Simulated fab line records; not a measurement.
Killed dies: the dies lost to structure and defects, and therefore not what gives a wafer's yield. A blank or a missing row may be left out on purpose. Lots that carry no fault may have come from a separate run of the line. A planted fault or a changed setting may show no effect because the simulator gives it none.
Which tool is to blame? || flow nand_harc || 14 lots with 42 wafers sampled at 2 steps, on a route of 1159 steps

## WHAT THE GAUGES READ, wafer by wafer
NHARC_HYBRID_BOND_OVL_MEAS_05.
{"lot": "L199", "measured": "day 19 01:16", "on": "overlay-01", "overlay_x_nm (nm)": "2 -69 31", "overlay_y_nm (nm)": "35 18 -67"}
{"lot": "L197", "measured": "day 19 01:16", "on": "overlay-01", "overlay_x_nm (nm)": "47 8 41", "overlay_y_nm (nm)": "-6 -56 -20"}
{"lot": "L201", "measured": "day 19 10:49", "on": "overlay-01", "overlay_x_nm (nm)": "-3 11 -59", "overlay_y_nm (nm)": "17 -4 -9"}
{"lot": "L198", "measured": "day 19 10:49", "on": "overlay-02", "overlay_x_nm (nm)": "-33 45 36", "overlay_y_nm (nm)": "12 -8 62"}
{"lot": "L204", "measured": "day 20 07:22", "on": "overlay-01", "overlay_x_nm (nm)": "71 33 -7", "overlay_y_nm (nm)": "16 -54 -7"}
{"lot": "L206", "measured": "day 20 18:38", "on": "overlay-01", "overlay_x_nm (nm)": "-63 12 -23", "overlay_y_nm (nm)": "-4 -29 95"}
{"lot": "L207", "measured": "day 20 18:38", "on": "overlay-02", "overlay_x_nm (nm)": "1 -20 13", "overlay_y_nm (nm)": "73 11 15"}
{"lot": "L214", "measured": "day 23 00:48", "on": "overlay-01", "overlay_x_nm (nm)": "-45 -28 23", "overlay_y_nm (nm)": "1 10 18"}
{"lot": "L215", "measured": "day 23 00:49", "on": "overlay-02", "overlay_x_nm (nm)": "6 -1 32", "overlay_y_nm (nm)": "-26 -36 14"}
{"lot": "L216", "measured": "day 23 00:49", "on": "overlay-01", "overlay_x_nm (nm)": "-1 17 47", "overlay_y_nm (nm)": "-16 -25 8"}
{"lot": "L217", "measured": "day 23 00:49", "on": "overlay-02", "overlay_x_nm (nm)": "44 -1 -28", "overlay_y_nm (nm)": "-7 -79 1"}
{"lot": "L218", "measured": "day 23 09:37", "on": "overlay-01", "overlay_x_nm (nm)": "13 1 49", "overlay_y_nm (nm)": "-11 8 -61"}
{"lot": "L219", "measured": "day 23 19:33", "on": "overlay-02", "overlay_x_nm (nm)": "10 45 21", "overlay_y_nm (nm)": "36 -1 -34"}
{"lot": "L220", "measured": "day 24 01:51", "on": "overlay-02", "overlay_x_nm (nm)": "63 29 -23", "overlay_y_nm (nm)": "37 -40 -11"}

NHARC_THIN_TSV_THK_MEAS_02: measures by ir.
{"lot": "L199", "measured": "day 19 04:08", "on": "film_metro-01", "thk_nm (nm)": "2930 2918 2874"}
{"lot": "L197", "measured": "day 19 05:20", "on": "film_metro-01", "thk_nm (nm)": "2709 3252 3239"}
{"lot": "L201", "measured": "day 19 12:29", "on": "film_metro-01", "thk_nm (nm)": "3173 3440 3066"}
{"lot": "L198", "measured": "day 19 13:41", "on": "film_metro-01", "thk_nm (nm)": "3370 3241 3268"}
{"lot": "L204", "measured": "day 20 09:04", "on": "film_metro-02", "thk_nm (nm)": "3033 2791 2845"}
{"lot": "L206", "measured": "day 20 20:19", "on": "film_metro-02", "thk_nm (nm)": "3098 3129 2926"}
{"lot": "L207", "measured": "day 20 21:33", "on": "film_metro-01", "thk_nm (nm)": "3330 3108 2908"}
{"lot": "L214", "measured": "day 23 03:41", "on": "film_metro-01", "thk_nm (nm)": "2866 3131 3050"}
{"lot": "L215", "measured": "day 23 04:53", "on": "film_metro-01", "thk_nm (nm)": "3230 2943 3189"}
{"lot": "L216", "measured": "day 23 06:07", "on": "film_metro-02", "thk_nm (nm)": "3024 2994 3132"}
{"lot": "L217", "measured": "day 23 07:18", "on": "film_metro-01", "thk_nm (nm)": "2719 2931 3313"}
{"lot": "L218", "measured": "day 23 11:20", "on": "film_metro-01", "thk_nm (nm)": "2942 3051 3054"}
{"lot": "L219", "measured": "day 23 23:12", "on": "film_metro-02", "thk_nm (nm)": "2743 2930 2946"}
{"lot": "L220", "measured": "day 24 03:32", "on": "film_metro-01", "thk_nm (nm)": "3240 3153 3082"}

## WHAT TOOL EACH LOT RAN ON (gives the tool, then ch and the chambers of the sampled wafers, and finally the start)
Before these readings, the record contains no process step.

## AS READ BY THE TOOLS THEMSELVES (means over the sampled wafers that have a number; for cases with no such wafer, the mark the record gives instead)
The record holds no such reading with a usual standard deviation.

## THE ANSWER, worked out from the rows above alone
Rule: what is usual is taken from the lots themselves. The widest of any qualifying gaps counts: lots, ordered by their means at a reading, are off when they make up no more than a third of the lots, leave a main group of 4 or more, and stand apart from it by 3 or more times the standard deviation of that group's means. Not used: any main group whose means are identical at the precision the tables above print for the reading. Also off: a lot with no number at a reading for which 4 or more lots have one. Where the step has rows for the other lots, those lots are counted as sound. After the gauges, taken in route order, come the tools' own readings; for these a lot's mean is taken, as printed above. The first step at which some lot is off is used, and at that step the reading that is off furthest; a lot without a number counts as furthest.
Across all readings shown, no lot is off: no conclusion can be drawn from this.

## WHAT THE SIMULATOR HAD INSERTED
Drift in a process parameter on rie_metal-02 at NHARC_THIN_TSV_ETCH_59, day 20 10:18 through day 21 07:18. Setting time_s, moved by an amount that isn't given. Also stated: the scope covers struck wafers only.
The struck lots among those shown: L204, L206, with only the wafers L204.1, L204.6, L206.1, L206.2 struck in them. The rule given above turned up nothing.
